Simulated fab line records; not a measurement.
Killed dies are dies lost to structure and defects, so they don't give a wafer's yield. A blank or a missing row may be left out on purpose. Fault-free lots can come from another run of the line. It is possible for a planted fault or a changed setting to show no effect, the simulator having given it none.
fab line records	flow nand_harc
record: lots: 6	wafers: 18	last_day: 24
route steps=1159 shown A_BONDPAD@1072
lots untouched by any fault: they come from a run of this same line in which no faults occurred
start_h: hours from the record's first day to the start of the lot's first wafer shown	wait_h: hours from the lot's prior step to this one	" unchanged from the row above	L1.1+2: a row that stands for several wafers	- no value, or no start was given	* or withheld: withheld	< > ~ a bound
route shown NAME@n: names a module that has steps shown in the file, with the first one's number in the route	usual: average and standard deviation across the fault-free wafers	same: alike in all rows	chamber/n: place in a boat	sites: each site's reading	_std_site: the values' standard deviation	_edge_site: mean of outer sites minus mean of inner sites	radius_mm: how far each site lies from the wafer's centre	mask NAME#n: copy n	behind: the tool/chamber that last shaped the wafer	hold: what put the lot on hold/how long, in hours/how the hold closed	device: which transistor (n, p or np) failed to switch	end of line: tests of these same wafers at the route's end	step lacking rows: just its recipe	killed: the dies lost at the first sort to structure and to defects; this is not the yield of the wafer	map: dies across one wafer; x = killed, . = not, _ = none there
set.NAME: setting as actually run; set.NAME@STEP: the setting as run at that earlier step	model.NAME: the simulator's own value behind a step, which no gauge read
certain route steps with their lots: each step a table, each wafer a row
services: a tool's chamber out of use, with start hour (start_h, from the record's first day; less than 0 if before it), hours out, and reason
== steps ==
step: NHARC_A_BONDPAD_CD_MEAS_09
recipe: target_cd_nm: 500	landing_energy_ev: 500
usual: cd_nm: 499.3/2.1
lot.wafer	tool	chamber	start_h	wait_h	cd_nm
L934.2	cd_sem-03	0	435.16	-	499.0
L934.4	"	0	"	"	498.8
L934.6	"	0	"	"	496.2
L943.1	cd_sem-03	0	477.45	-	503.3
L943.2	"	0	"	"	500.8
L943.6	"	0	"	"	498.6
L945.2	cd_sem-03	0	512.05	-	499.0
L945.3	"	0	"	"	500.8
L945.4	"	0	"	"	495.7
L949.2	cd_sem-02	0	512.50	-	502.4
L949.4	"	0	"	"	498.6
L949.6	"	0	"	"	499.0
L953.1	cd_sem-01	0	535.05	-	497.0
L953.3	"	0	"	"	500.4
L953.6	"	0	"	"	498.3
L954.4	cd_sem-03	0	540.98	-	498.4
L954.5	"	0	"	"	499.1
L954.6	"	0	"	"	497.8
step: NHARC_A_BONDPAD_OVL_MEAS_35
usual: overlay_x_nm: -2/5.8	overlay_y_nm: -1/6.4
lot.wafer	tool	chamber	start_h	wait_h	overlay_x_nm	overlay_y_nm
L934.2	overlay-02	-	435.25	-	-1	-14
L934.4	"	-	"	"	-1	-14
L934.6	"	-	"	"	-1	-14
L943.1	overlay-01	-	477.54	-	-11	-10
L943.2	"	-	"	"	-10	-10
L943.6	"	-	"	"	-10	-10
L945.2	overlay-01	-	512.14	-	-5	7
L945.3	"	-	"	"	-5	8
L945.4	"	-	"	"	-5	8
L949.2	overlay-01	-	512.59	-	-3	6
L949.4	"	-	"	"	-2	6
L949.6	"	-	"	"	-2	6
L953.1	overlay-01	-	535.14	-	-14	2
L953.3	"	-	"	"	-14	3
L953.6	"	-	"	"	-14	2
L954.4	overlay-02	-	541.06	-	-7	5
L954.5	"	-	"	"	-6	4
L954.6	"	-	"	"	-7	5
step: NHARC_A_BONDPAD_HARDBAKE_10
recipe: temp_c: 118	time_s: 65
step: NHARC_A_BONDPAD_DESCUM_11
recipe: time_s: 3	o2_flow_sccm: 200	ar_flow_sccm: 0	bias_power_w: 0	chemistry: O2
usual: chamber_pressure_mTorr: 60.00/0.053	drypump_motor_current_A: 5.8/0.43	oes_product_au: 0.997/0.0079	rf_vpp_V: 57.6/0.84	showerhead_plenum_p_Torr: 1.86/0.089	throttle_valve_pct: 11.311/0.0084
lot.wafer	tool	chamber	start_h	wait_h	chamber_pressure_mTorr	drypump_motor_current_A	oes_product_au	rf_hours_counter_h	rf_vpp_V	showerhead_plenum_p_Torr	throttle_valve_pct
L934.2	rie_diel-01	2	435.38	-	59.96	6.1	1.000	4	57.5	1.78	11.307
L934.4	"	0	"	"	59.93	5.3	0.996	4	58.3	1.80	11.307
L934.6	"	2	"	"	60.01	6.1	0.998	-	57.3	1.78	11.312
L943.1	rie_diel-01	0	477.68	-	59.94	5.3	0.995	6	57.7	1.80	11.305
L943.2	"	2	"	"	60.07	6.1	0.994	6	57.6	1.78	11.320
L943.6	"	0	"	"	59.97	5.3	0.998	-	55.8	1.80	11.319
L945.3	rie_diel-01	2	512.28	-	60.05	6.1	1.002	0	57.0	1.78	11.310
L945.2	"	3	"	"	60.02	5.6	1.002	0	59.6	2.02	11.308
L945.4	"	0	"	"	60.02	5.3	0.981	0	56.8	1.80	11.305
L949.2	rie_diel-13	2	512.71	-	60.04	6.2	1.002	10	57.6	1.96	11.321
L949.4	"	3	"	"	60.02	5.1	0.994	10	58.5	1.86	11.312
L949.6	"	3	"	"	59.98	5.1	1.003	-	57.5	1.86	11.321
L953.1	rie_diel-01	2	535.28	-	60.00	6.1	0.986	1	56.5	1.78	11.318
L953.3	"	3	"	"	59.95	5.6	0.988	1	57.2	2.02	11.314
L953.6	"	1	"	"	60.00	6.2	1.002	-	58.3	1.80	11.310
L954.4	rie_diel-01	2	541.20	-	60.11	6.1	0.988	1	58.1	1.78	11.302
L954.5	"	0	"	"	60.00	5.3	0.990	-	56.6	1.80	11.314
L954.6	"	1	"	"	59.92	6.2	0.992	-	57.1	1.80	11.302
step: NHARC_A_BONDPAD_ETCH_34
recipe: target_depth_a: 600	overetch_a: 180	time_s: 65.91	ion_energy_ev: 200	n2_flow_sccm: 150	h2_flow_sccm: 150	ar_flow_sccm: 0	rf_w: 400	bias_w: 150	chemistry: N2/H2
usual: chamber_pressure_mTorr: 29.995/0.028	drypump_motor_current_A: 5.8/0.4	oes_product_au: 0.996/0.0075	rf_vpp_V: 429.1/2.9	showerhead_plenum_p_Torr: 1.99/0.1	throttle_valve_pct: 14.171/0.0093
lot.wafer	tool	chamber	start_h	wait_h	chamber_pressure_mTorr	drypump_motor_current_A	oes_product_au	rf_hours_counter_h	rf_vpp_V	showerhead_plenum_p_Torr	throttle_valve_pct
L934.4	rie_diel-01	2	435.46	0.1	29.936	6.1	1.006	4	425.4	1.90	14.159
L934.2	"	3	"	"	29.976	5.6	0.999	4	433.6	2.16	14.189
L934.6	"	3	"	"	29.996	5.6	1.002	-	434.2	2.16	14.161
L943.1	rie_diel-01	2	477.77	0.1	29.982	6.1	1.001	6	426.0	1.90	14.185
L943.2	"	3	"	"	30.029	5.6	0.981	6	432.7	2.16	14.166
L943.6	"	1	"	"	30.049	6.2	1.006	-	427.7	1.91	14.175
L945.2	rie_diel-01	0	512.37	0.1	29.984	5.3	0.996	0	427.6	1.91	14.154
L945.3	"	1	"	"	30.050	6.2	1.000	0	427.4	1.91	14.176
L945.4	"	3	"	"	29.989	5.6	0.997	0	434.8	2.16	14.141
L949.4	rie_diel-13	1	512.80	0.1	29.946	6.1	0.987	9	429.5	2.01	14.167
L949.2	"	2	"	"	29.991	6.2	0.998	10	431.9	2.09	14.162
L949.6	"	1	"	"	29.990	6.1	0.990	-	429.1	2.01	14.184
L953.3	rie_diel-01	0	535.35	0.1	30.002	5.3	0.982	1	428.1	1.91	14.176
L953.1	"	1	"	"	29.995	6.2	0.990	1	427.1	1.91	14.154
L953.6	"	0	"	"	29.980	5.3	0.983	-	428.1	1.91	14.160
L954.4	rie_diel-01	0	541.27	0.1	29.967	5.3	0.977	2	427.3	1.91	14.170
L954.5	"	0	"	"	29.996	5.3	0.975	-	427.7	1.91	14.167
L954.6	"	1	"	"	29.942	6.2	0.994	-	427.5	1.91	14.178
step: NHARC_A_BONDPAD_ETCH_12
recipe: target_depth_a: 2200	time_s: 110	chf3_flow_sccm: 50	o2_flow_sccm: 10	ar_flow_sccm: 200	rf_w: 500	bias_w: 200	chemistry: CHF3/O2
step: NHARC_A_BONDPAD_CD_MEAS_13
usual: cd_nm: 499.0/2.2
lot.wafer	tool	chamber	start_h	wait_h	cd_nm
L934.2	cd_sem-01	-	435.69	-	497.3
L934.4	"	-	"	"	498.3
L934.6	"	-	"	"	494.7
L943.1	cd_sem-03	-	477.99	-	502.8
L943.2	"	-	"	"	499.3
L943.6	"	-	"	"	498.2
L945.2	cd_sem-01	-	512.60	-	499.1
L945.3	"	-	"	"	501.9
L945.4	"	-	"	"	495.8
L949.2	cd_sem-01	-	513.03	-	501.1
L949.4	"	-	"	"	497.6
L949.6	"	-	"	"	498.3
L953.1	cd_sem-01	-	535.58	-	497.5
L953.3	"	-	"	"	501.2
L953.6	"	-	"	"	498.1
L954.4	cd_sem-01	-	541.51	-	499.3
L954.5	"	-	"	"	499.5
L954.6	"	-	"	"	497.2
step: NHARC_A_BONDPAD_STRIP_15
recipe: o2_flow_sccm: 500	ar_flow_sccm: 0	bias_w: 0	chemistry: O2
usual: chamber_pressure_mTorr: 60.00/0.081	drypump_motor_current_A: 5.8/0.44	oes_product_au: 0.996/0.0074	rf_vpp_V: 57.6/0.92	showerhead_plenum_p_Torr: 3.46/0.16	throttle_valve_pct: 17.038/0.01
lot.wafer	tool	chamber	start_h	wait_h	chamber_pressure_mTorr	drypump_motor_current_A	oes_product_au	rf_hours_counter_h	rf_vpp_V	showerhead_plenum_p_Torr	throttle_valve_pct
L934.4	rie_diel-01	0	435.77	0.1	60.03	5.3	0.990	4	57.4	3.33	17.026
L934.2	"	2	"	"	59.97	6.1	1.002	4	58.1	3.30	17.031
L934.6	"	1	"	"	59.96	6.3	1.005	-	57.5	3.33	17.039
L943.1	rie_diel-09	2	478.06	0.1	59.95	5.4	0.988	13	56.5	3.53	17.032
L943.2	"	0	"	"	59.99	5.5	0.996	10	57.2	3.66	17.029
L943.6	"	2	"	"	60.08	5.4	0.997	-	58.6	3.53	17.057
L945.2	rie_diel-09	1	512.67	0.1	60.07	6.7	0.985	26	57.8	3.64	17.049
L945.4	"	2	"	"	60.02	5.4	1.000	21	58.4	3.52	17.047
L945.3	"	3	"	"	60.02	5.8	0.992	25	57.8	3.37	17.030
L949.2	rie_diel-09	2	513.13	0.1	60.03	5.4	1.006	22	57.5	3.52	17.027
L949.4	"	3	"	"	59.94	5.8	1.000	25	58.6	3.37	17.020
L949.6	"	0	"	"	59.99	5.5	0.991	-	56.5	3.65	17.029
L953.1	rie_diel-01	0	535.65	0.1	60.02	5.3	0.977	1	57.1	3.33	17.031
L953.3	"	1	"	"	60.01	6.2	0.997	1	56.9	3.33	17.054
L953.6	"	0	"	"	59.53	5.3	0.988	-	57.4	3.33	17.031
L954.4	rie_diel-01	3	541.59	0.1	59.89	5.6	0.990	2	57.4	3.71	17.035
L954.6	"	3	"	"	60.03	5.6	0.999	-	57.4	3.71	17.026
L954.5	"	0	"	"	59.95	5.3	0.990	-	57.1	3.33	17.044
step: NHARC_A_BONDPAD_ETCH_24
recipe: target_depth_a: 300	over_etch_frac: 0.3	time_s: 72.99	ion_energy_ev: 150	cf4_flow_sccm: 50	n2_flow_sccm: 100	ar_flow_sccm: 150	rf_w: 300	bias_w: 100	chemistry: CF4/N2
usual: chamber_pressure_mTorr: 30.001/0.029	drypump_motor_current_A: 5.8/0.43	oes_product_au: 0.996/0.0076	rf_vpp_V: 313.2/2.1	showerhead_plenum_p_Torr: 2.57/0.12	throttle_valve_pct: 19.793/0.01
lot.wafer	tool	chamber	start_h	wait_h	chamber_pressure_mTorr	drypump_motor_current_A	oes_product_au	rf_hours_counter_h	rf_vpp_V	showerhead_plenum_p_Torr	throttle_valve_pct
L934.4	rie_diel-01	3	-	-	29.966	5.6	0.989	4	315.2	2.77	19.786
L934.2	"	2	"	"	30.006	6.1	0.995	4	312.5	2.45	19.776
L934.6	"	3	"	"	29.932	5.6	0.985	-	316.5	2.77	19.799
L943.1	rie_diel-09	0	-	-	29.990	5.5	1.000	10	314.7	2.73	19.783
L943.2	"	2	"	"	29.975	5.4	0.999	13	314.7	2.63	19.780
L943.6	"	0	"	"	29.995	5.5	1.002	-	314.3	2.73	19.801
L945.3	rie_diel-09	3	-	-	29.971	5.7	1.007	25	311.6	2.51	19.793
L945.4	"	0	"	"	29.984	5.5	1.005	23	315.3	2.72	19.806
L945.2	"	2	"	"	30.042	5.4	0.996	22	315.6	2.62	19.803
L949.4	rie_diel-09	0	-	-	29.996	5.5	0.997	23	314.3	2.72	19.794
L949.2	"	2	"	"	30.002	5.4	0.997	22	314.0	2.62	19.791
L949.6	"	3	"	"	29.962	5.7	1.001	-	312.7	2.51	19.804
L953.1	rie_diel-01	2	-	-	30.046	6.1	0.994	1	311.7	2.45	19.776
L953.3	"	3	"	"	29.961	5.6	0.988	1	317.9	2.76	19.786
L953.6	"	2	"	"	30.014	6.1	0.999	-	310.7	2.45	19.782
L954.4	rie_diel-01	1	-	-	29.974	6.3	0.999	2	312.4	2.47	19.782
L954.5	"	1	"	"	30.049	6.3	1.002	-	312.2	2.47	19.783
L954.6	"	2	"	"	30.012	6.1	0.987	-	311.9	2.45	19.796
step: NHARC_A_BONDPAD_STRIP_16
recipe: time_s: 600	temp_c: 30	chemistry: post_etch_residue_remover
step: NHARC_A_BONDPAD_DEGAS_25
recipe: temp_c: 300	time_s: 60
usual: heater_power_w: 484/59
lot.wafer	tool	chamber	start_h	wait_h	heater_power_w
L934.2	pvd_sputter-03	-	436.32	-	505
L934.4	"	-	"	"	432
L934.6	"	-	"	"	517
L943.1	pvd_sputter-03	-	478.62	-	415
L943.2	"	-	"	"	539
L943.6	"	-	"	"	497
L945.4	pvd_sputter-01	-	513.23	-	421
L945.3	"	-	"	"	577
L945.2	"	-	"	"	473
L949.2	pvd_sputter-03	-	513.70	-	533
L949.4	"	-	"	"	508
L949.6	"	-	"	"	421
L953.1	pvd_sputter-02	-	536.20	-	482
L953.3	"	-	"	"	454
L953.6	"	-	"	"	477
L954.4	pvd_sputter-01	-	542.14	-	489
L954.6	"	-	"	"	500
L954.5	"	-	"	"	398
step: NHARC_A_BONDPAD_PRE_CLEAN_26
recipe: time_s: 30	temp_c: 280	gas: H2/He
step: NHARC_A_BONDPAD_PVD_17
recipe: target_thk_a: 50	bias_v: 168.6	power_w: 15000	chamber_pressure_pa: 0.12	time_s: 8.06	substrate_temp_c: 50	material: TaN
usual: bias_v: 168.5/1.6	cathode_dc_power_W: 15000/2.7	throttle_valve_pct: 29.8/0.67
lot.wafer	tool	chamber	start_h	wait_h	bias_v	cathode_dc_power_W	throttle_valve_pct
L934.2	pvd_sputter-03	-	436.43	-	169.4	15000	29.4
L934.4	"	-	"	"	166.4	14999	31.0
L934.6	"	-	"	"	168.9	14997	29.4
L943.1	pvd_sputter-03	-	478.72	-	171.5	15000	28.4
L943.2	"	-	"	"	166.9	15002	30.4
L943.6	"	-	"	"	168.8	15003	28.3
L945.2	pvd_sputter-01	-	513.41	-	-	-	-
L945.4	"	-	"	"	-	-	-
L945.3	"	-	"	"	-	-	-
L949.4	pvd_sputter-03	-	513.95	-	-	-	-
L949.2	"	-	"	"	-	-	-
L949.6	"	-	"	"	-	-	-
L953.1	pvd_sputter-02	-	536.31	-	169.8	14997	30.0
L953.3	"	-	"	"	168.3	15002	30.6
L953.6	"	-	"	"	164.4	15001	30.7
L954.4	pvd_sputter-01	-	542.28	-	166.3	15002	31.1
L954.5	"	-	"	"	168.3	15002	29.7
L954.6	"	-	"	"	169.1	15000	30.2
step: NHARC_A_BONDPAD_PVD_27
recipe: target_thk_a: 300	chamber_pressure_pa: 5	power_w: 5000	substrate_temp_c: 30	time_s: 20.49	material: Cu
== services ==
tool	chamber	start_h	hours	kind
rie_diel-09	-	414.50	0.5	repair
rie_diel-01	0	421.82	-	clean
rie_diel-01	1	421.82	-	clean
rie_diel-01	2	421.82	-	clean
rie_diel-01	3	421.82	-	clean
rie_diel-13	3	421.97	15.2	repair
rie_diel-13	2	430.23	30.7	repair
rie_diel-09	-	432.03	9.0	pm
rie_diel-13	1	435.15	6.1	repair
pvd_sputter-02	-	443.94	0.5	repair
rie_diel-01	0	446.32	-	clean
rie_diel-01	1	446.32	-	clean
rie_diel-01	2	446.32	-	clean
rie_diel-09	0	449.41	8.0	repair
rie_diel-13	-	453.00	9.0	pm
pvd_sputter-03	-	458.00	10.0	pm
pvd_sputter-01	-	475.46	8.3	repair
rie_diel-13	0	487.25	4.7	repair
rie_diel-01	-	491.82	9.0	pm
pvd_sputter-02	-	507.99	11.2	repair
pvd_sputter-01	-	514.00	10.0	pm
pvd_sputter-02	-	523.10	0.7	repair
rie_diel-13	2	533.46	6.6	repair
pvd_sputter-03	-	538.65	0.9	repair
== key ==
first_sign: step: NHARC_A_BONDPAD_PVD_17	reading: tool_record	direction: missing
effect none on later readings
met_at NHARC_A_BONDPAD_PVD_17
struck_wafers L945.2,L945.3,L945.4,L949.2,L949.4,L949.6
later_rows_left_out L945.2,L945.3,L945.4,L949.2,L949.4,L949.6
sort_left_out L945.2,L945.3,L945.4,L949.2,L949.4,L949.6
onset_between 478.72 513.41
fault: kind: skipped_step_whole	tool: pvd_sputter-01,pvd_sputter-03	chamber: -	onset_h: 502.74	steps: NHARC_A_BONDPAD_PVD_17	scope: struck_lots_only
sort_left_out: the simulated sort isn't trusted on such a fault, so these wafers' sort isn't shown, and their yield isn't known
later_rows_left_out: the simulator's readings of these wafers behind a module that went badly wrong aren't trusted and aren't shown, but for the sort
